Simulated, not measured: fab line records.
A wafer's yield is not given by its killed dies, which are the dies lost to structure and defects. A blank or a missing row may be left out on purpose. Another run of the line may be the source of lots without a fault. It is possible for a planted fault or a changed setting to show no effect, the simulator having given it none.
Comparing a struck lot with a sound one | flow n5-finfet | 35 steps out of a route of 1938
Sound: wafers L668.1, L668.2, L668.6. Struck: wafers L669.1, L669.5. (L669.2 of the same lot was not struck and is left out.) The cause comes at the end.
Each step with rows lists, per side, the tool, then ch with its chambers, then its first start. Under that, the readings that differ: sound wafers | struck wafers | difference of the means | sigmas: that difference in standard deviations of wafers without a fault.
alike: readings with means less than 2 such deviations apart, plus words and numbers identical on both sides. not compared: withheld readings, readings lacking a value on some wafer, bounds such as >300 that could conceal the same value, and numbers that have no deviation in the record and whose values overlap.
The two part at a step that has a row with sigmas, a row that says differs or no value, or rows on one side only. Non-overlapping numbers with no deviation appear without sigmas and do not part them. A reading that every wafer of one side lacks parts them only if that side has two wafers or more.

first, 11 steps without rows for these wafers: N5_BEOL_M6_HM_STRIP_39 (strips TiN in peroxide tin strip, target depth 25 nm, time 158 s); N5_BEOL_M6_SRD_40 (time 30 s); N5_BEOL_M6_PRECLEAN_42 (cleans in residue remover, time 60 s); N5_BEOL_M6_SRD_43 (time 30 s); N5_BEOL_M6_CURE_75 (cures SiCOH lowk, time 120 s); N5_BEOL_M6_DEGAS_44 (time 60 s); N5_BEOL_M6_PRE_CLEAN_45 (time 30 s); N5_BEOL_M6_ALD_77 (deposits TaN, target thk 2 nm, pulse time 2 s, purge time 3 s); N5_BEOL_M6_SURFACE_TREAT_79; N5_BEOL_M6_CVD_78 (deposits Co from CCTBA/H2, target thk 2 nm, time 142.3 s); N5_BEOL_M6_SPUTTER_48 (material Cu, target thk 10 nm, time 1.667 s).
N5_BEOL_M6_ECD_50: material Cu, target thk 300 nm.
  sound on ecd-cu-01 ch 0,1, day 10 07:03; struck on ecd-cu-02 ch 0,1, day 10 20:51
then, 22 steps without rows for these wafers: N5_BEOL_M6_ANNEAL_51 (time 90 s); N5_BEOL_M6_CMP_52 (polishes, stops on SiCOH lowk, t overpolish 6.9 s, target thk 80 nm); N5_BEOL_M6_PRE_CLEAN_55 (time 15 s); N5_BEOL_M6_DEP_56 (deposits SiCN from 3MS/NH3, target thk 10 nm, time 17.5 s); N5_BEOL_M7_ILD_DEP_00 (deposits SiCOH lowk from DEMS/porogen, target thk 179.75 nm, time 33.4 s); N5_BEOL_M7_CURE_74 (cures SiCOH lowk, time 240 s); N5_BEOL_M7_PECVD_70 (deposits SiO2 from TEOS/O2, target thk 20 nm, time 22.7 s); N5_BEOL_M7_HM_DEP_02 (deposits TiN, target thk 20 nm); N5_BEOL_M7_COAT_59 (time 60 s, resist thk 100 nm); N5_BEOL_M7_COAT_60 (time 60 s, resist thk 35 nm); N5_BEOL_M7_COAT_05 (resist thk 90 nm); N5_BEOL_M7_EBR_07; N5_BEOL_M7_SOFTBAKE_06 (time 60 s); N5_BEOL_M7_EXPOSE_08 (exposes mask M7); N5_BEOL_M7_PEB_09 (peb time 60 s); N5_BEOL_M7_DEVELOP_10 (develop time 30 s); N5_BEOL_M7_DESCUM_16 (chemistry O2, time 7.9 s); N5_BEOL_M7_ETCH_61 (etches SiARC in CF4, target depth 45.5 nm, time 75.8 s); N5_BEOL_M7_ETCH_62 (etches SOC in N2/H2, target depth 110 nm, overetch 22 nm, time 165 s); N5_BEOL_M7_STRIP_68 (strips in N2/H2); N5_BEOL_M7_STRIP_67 (strips in CF4); N5_BEOL_M7_HM_OPEN_17 (chemistry Cl2/BCl3, target TiN, target depth 20 nm, overetch 6 nm).
-- record jumps: 3 days separate the struck wafers' starts on either side; left off in module BEOL_M7, taken up again in module PASSIVATION, whose first shown step is the route's number 1936 --
N5_PASSIVATION_PROBE_49:
  sound on prober-01 at day 14 10:30; struck on prober-01 at day 14 04:40
  reading                  | sound          | struck    | difference | sigmas
  defect-limited-yield (%) | 91.8 91.9 90.4 | 56.8 57.2 | -34.4      | -23
  killed_at_M4_up          | 18 6 16        | 451 450   | +437       | +82
  killed-at-front-end      | 32 47 58       | 27 18     | -23        | -2
  killed-dies              | 97 96 113      | 510 505   | +406       | +23
  killed-on-rim            | 18 8 17        | 66 63     | +50        | +14
  sort_bin_5_function (%)  | 4.4 4.4 5.5    | 26.0 26.1 | +21.3      | +23
  sort_bin_6_memory (%)    | 3.1 3.2 3.3    | 13.6 14.0 | +10.6      | +15
  sort-n-pass              | 1083 1084 1067 | 670 675   | -406       | -23
  sort-yield-pct (%)       | 91.8 91.9 90.4 | 56.8 57.2 | -34.4      | -23
  alike: killed_at_M0_to_M3, killed-at-contacts, killed-at-other, killed-open, killed-short

WHERE THEY PART
Only at N5_PASSIVATION_PROBE_49, within this record.

WHY: what had been put in by the simulator
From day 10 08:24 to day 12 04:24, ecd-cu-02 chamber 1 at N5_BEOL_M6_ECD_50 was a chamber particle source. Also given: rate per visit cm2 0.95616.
